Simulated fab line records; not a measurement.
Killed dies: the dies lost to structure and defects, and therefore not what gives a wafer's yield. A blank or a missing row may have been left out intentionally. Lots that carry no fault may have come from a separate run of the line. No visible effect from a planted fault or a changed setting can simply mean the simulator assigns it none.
Which tool did it? | flow nand_harc | 12 lots with 34 wafers sampled at 5 steps, on a route of 1159 steps

== WHAT EACH GAUGE READ, for each wafer ==
NHARC_END_SORT_01.
lot  | measured     | on        | killed_at_array | killed_at_other | killed_at_periphery | killed_dies | killed_open | killed_short
L754 | day 20 05:43 | prober-02 | 24 675          | 0 1             | 4 1                 | 28 677      | 0 2         | 4 4
L755 | day 20 12:49 | prober-01 | 674 20          | 0 0             | 3 2                 | 677 22      | 7 4         | 5 2
L769 | day 23 15:02 | prober-02 | 17 10 14        | 2 1 0           | 2 2 1               | 21 13 15    | 5 5 1       | 1 1 2
L771 | day 23 22:16 | prober-01 | 15 16 14        | 1 0 2           | 6 2 6               | 22 18 22    | 5 3 7       | 1 1 1

== WHAT TOOL EACH LOT RAN ON (gives the tool, then ch and the chambers of the sampled wafers, and finally the start) ==
lot  | NHARC_A_SLIT_ETCH_24               | NHARC_A_SLIT_ETCH_15                          | NHARC_A_WL_FILL_CVD_03        | NHARC_A_WL_FILL_ETCHBACK_16
L751 | rie_diel-10 ch 1,2,3, day 14 09:38 | rie_diel-10 ch 1,2, day 15 01:42 or earlier   | cvd_w-02 ch 0,1, day 15 01:42 | rie_diel-06 ch 1,2,3, day 15 14:50
L753 | rie_diel-12 ch 1,3, day 14 15:33   | rie_diel-12 ch 0,1, day 15 07:04 or earlier   | cvd_w-01 ch 0,1, day 15 07:04 | rie_diel-09 ch 0,1,2, day 15 20:35
L754 | rie_diel-10 ch 0,3, day 14 15:54   | rie_diel-10 ch 1,3, day 15 08:49 or earlier   | cvd_w-02 ch 0, day 15 08:49   | rie_diel-06 ch 0,3, day 15 20:35
L755 | rie_diel-10 ch 2,3, day 15 06:16   | rie_diel-10 ch 0, day 15 22:56 or earlier     | cvd_w-02 ch 1, day 15 22:56   | rie_diel-06 ch 0, day 16 16:35
L763 | rie_diel-12 ch 0,3, day 17 06:30   | rie_diel-12 ch 1,3, day 18 01:52 or earlier   | cvd_w-02 ch 0,1, day 18 01:52 | rie_diel-09 ch 0,1,3, day 18 15:09
L765 | rie_diel-10 ch 0,1,2, day 17 15:35 | rie_diel-10 ch 0,1, day 18 03:41 or earlier   | cvd_w-01 ch 0,1, day 18 03:41 | rie_diel-09 ch 0,1,2, day 18 20:31
L768 | rie_diel-10 ch 0,1,2, day 18 06:06 | rie_diel-10 ch 2,3, day 18 17:32 or earlier   | cvd_w-02 ch 0,1, day 18 17:32 | rie_diel-02 ch 0,1,3, day 19 07:14
L769 | rie_diel-10 ch 0,1, day 18 14:55   | rie_diel-10 ch 0,1,3, day 19 06:37 or earlier | cvd_w-02 ch 0,1, day 19 06:37 | rie_diel-09 ch 0,1, day 19 19:19
L770 | rie_diel-05 ch 1,2,3, day 19 04:06 | rie_diel-05 ch 1,2,3, day 19 18:19 or earlier | cvd_w-02 ch 0,1, day 19 18:19 | rie_diel-02 ch 0,1,3, day 20 09:28
L771 | rie_diel-10 ch 0,1,3, day 19 04:16 | rie_diel-10 ch 2,3, day 19 18:41 or earlier   | cvd_w-01 ch 0, day 19 18:41   | rie_diel-06 ch 0,1,3, day 20 08:38
L774 | rie_diel-10 ch 0,1,2, day 19 16:23 | rie_diel-10 ch 0,1,2, day 20 07:12 or earlier | cvd_w-02 ch 0,1, day 20 07:12 | rie_diel-09 ch 1,2,3, day 20 18:36
L773 | rie_diel-05 ch 0,2,3, day 19 17:20 | rie_diel-05 ch 1,2,3, day 20 05:21 or earlier | cvd_w-02 ch 0,1, day 20 05:21 | rie_diel-06 ch 1,2,3, day 20 17:58
- NHARC_A_SLIT_ETCH_24: etches the open film in CF4/CHF3, target depth 121 nm, time 60.5 s.
- NHARC_A_SLIT_ETCH_15: etches the open film in O2/COS, target depth 3200 nm, time 832 s.
- NHARC_A_WL_FILL_CVD_03: deposits W, target thk 40 nm, time 3302 s.
- NHARC_A_WL_FILL_ETCHBACK_16: etches the open film in C4F8/O2/Ar, target depth 88 nm, time 17.6 s.

== WHAT THE TOOLS THEMSELVES READ (means of the sampled wafers that have a number; where no wafer has one, the mark that the record gives instead) ==
NHARC_A_SLIT_ETCH_24.
lot  | tool        | drypump_motor_current_A (A) | oes_product_au (a.u.) | rf_vpp_V (V) | showerhead_plenum_p_Torr (Torr) | throttle_valve_pct (%)
L751 | rie_diel-10 | 5.2                         | 0.972                 | 371.2        | 1.59                            | 16.788
L753 | rie_diel-12 | 5.8                         | 0.969                 | 369.2        | 1.55                            | 16.799
L754 | rie_diel-10 | 5.4                         | 0.933                 | 369.4        | 1.55                            | 16.787
L755 | rie_diel-10 | 5.1                         | 0.973                 | 370.9        | 1.61                            | 16.796
L763 | rie_diel-12 | 5.4                         | 0.965                 | 371.0        | 1.58                            | 16.806
L765 | rie_diel-10 | 5.3                         | 0.952                 | 372.5        | 1.60                            | 16.790
L768 | rie_diel-10 | 5.3                         | 0.953                 | 370.8        | 1.60                            | 16.800
L769 | rie_diel-10 | 5.5                         | 0.933                 | 370.4        | 1.56                            | 16.800
L770 | rie_diel-05 | 5.6                         | 0.962                 | 372.0        | 1.62                            | 16.806
L771 | rie_diel-10 | 5.4                         | 0.919                 | 368.5        | 1.54                            | 16.795
L774 | rie_diel-10 | 5.3                         | 0.963                 | 371.6        | 1.60                            | 16.804
L773 | rie_diel-05 | 5.8                         | 0.955                 | 373.3        | 1.66                            | 16.805

NHARC_A_SLIT_ETCH_15.
lot  | tool        | drypump_motor_current_A (A) | oes_product_au (a.u.) | rf_vpp_V (V) | showerhead_plenum_p_Torr (Torr) | throttle_valve_pct (%)
L751 | rie_diel-10 | 5.1                         | 1.002                 | 316.1        | 3.26                            | 28.336
L753 | rie_diel-12 | 5.5                         | 1.019                 | 314.7        | 3.25                            | 28.334
L754 | rie_diel-10 | 5.3                         | 1.002                 | 313.4        | 3.05                            | 28.319
L755 | rie_diel-10 | 5.6                         | 0.994                 | 313.8        | 3.11                            | 28.325
L763 | rie_diel-12 | 6.0                         | 0.997                 | 314.5        | 3.10                            | 28.325
L765 | rie_diel-10 | 5.5                         | 0.980                 | 313.5        | 3.10                            | 28.331
L768 | rie_diel-10 | 5.0                         | 1.006                 | 316.1        | 3.24                            | 28.334
L769 | rie_diel-10 | 5.4                         | 1.002                 | 313.3        | 3.07                            | 28.336
L770 | rie_diel-05 | 5.7                         | 0.992                 | 315.5        | 3.21                            | 28.336
L771 | rie_diel-10 | 5.2                         | 1.013                 | 314.6        | 3.13                            | 28.330
L774 | rie_diel-10 | 5.3                         | 0.992                 | 315.0        | 3.17                            | 28.330
L773 | rie_diel-05 | 5.7                         | 0.994                 | 315.6        | 3.21                            | 28.328

NHARC_A_WL_FILL_CVD_03.
lot  | tool     | chamber_pressure_Torr (Torr) | heater_power_w (W) | throttle_valve_pct (%)
L751 | cvd_w-02 | 40.03                        | 537                | 7.4
L753 | cvd_w-01 | 39.95                        | 469                | 8.3
L754 | cvd_w-02 | 39.95                        | 559                | 8.1
L755 | cvd_w-02 | 40.00                        | 516                | 7.2
L763 | cvd_w-02 | 40.00                        | 513                | 7.6
L765 | cvd_w-01 | 40.04                        | 481                | 8.3
L768 | cvd_w-02 | 40.04                        | 509                | 7.6
L769 | cvd_w-02 | 39.94                        | 506                | 7.7
L770 | cvd_w-02 | 39.98                        | 515                | 7.5
L771 | cvd_w-01 | 40.10                        | 486                | 8.4
L774 | cvd_w-02 | 40.01                        | 520                | 7.5
L773 | cvd_w-02 | 39.95                        | 511                | 7.7

NHARC_A_WL_FILL_ETCHBACK_16.
lot  | tool        | oes_product_au (a.u.) | rf_vpp_V (V) | run_length_s (s)
L751 | rie_diel-06 | 0.919                 | 721          | 39.3
L753 | rie_diel-09 | 0.999                 | 725          | 38.8
L754 | rie_diel-06 | 1.000                 | 726          | 32.5
L755 | rie_diel-06 | 0.988                 | 728          | 32.7
L763 | rie_diel-09 | 1.000                 | 726          | 38.7
L765 | rie_diel-09 | 0.918                 | 725          | 38.9
L768 | rie_diel-02 | 0.975                 | 723          | 39.0
L769 | rie_diel-09 | 0.987                 | 724          | 39.0
L770 | rie_diel-02 | 0.948                 | 724          | 38.8
L771 | rie_diel-06 | 0.995                 | 722          | 39.1
L774 | rie_diel-09 | 0.982                 | 725          | 38.7
L773 | rie_diel-06 | 0.994                 | 721          | 39.1

== THE ANSWER, worked out from the rows above alone ==
Rule: what is usual is taken from the lots themselves. The widest of any qualifying gaps counts: lots, ordered by their means at a reading, are off when they make up no more than a third of the lots, leave a main group of 4 or more, and stand apart from it by 3 or more times the standard deviation of that group's means. If all means in a main group match to the digits the tables above print for the reading, that group is not used. A lot without any number at a reading at which 4 lots or more have one is off too. The other lots that the step has rows for count as sound. After the gauges, taken in route order, come the tools' own readings; for these a lot's mean is taken, as printed above. The first step at which some lot is off is used, and at that step the reading that is off furthest; a lot without a number counts as furthest.
Off: L754, L755 (NHARC_A_WL_FILL_ETCHBACK_16, run_length_s). Mean 38.9 s and standard deviation 0.19 in the main group.
A tool fits if, at that step or a process step before it, it ran every lot that is off, and no sound lot after the first of them. With no start given for some of its lots, NHARC_A_SLIT_ETCH_15 uses the hours and lot order of NHARC_A_WL_FILL_CVD_03. Of those tried, none fits.

== WHAT THE SIMULATOR HAD INSERTED ==
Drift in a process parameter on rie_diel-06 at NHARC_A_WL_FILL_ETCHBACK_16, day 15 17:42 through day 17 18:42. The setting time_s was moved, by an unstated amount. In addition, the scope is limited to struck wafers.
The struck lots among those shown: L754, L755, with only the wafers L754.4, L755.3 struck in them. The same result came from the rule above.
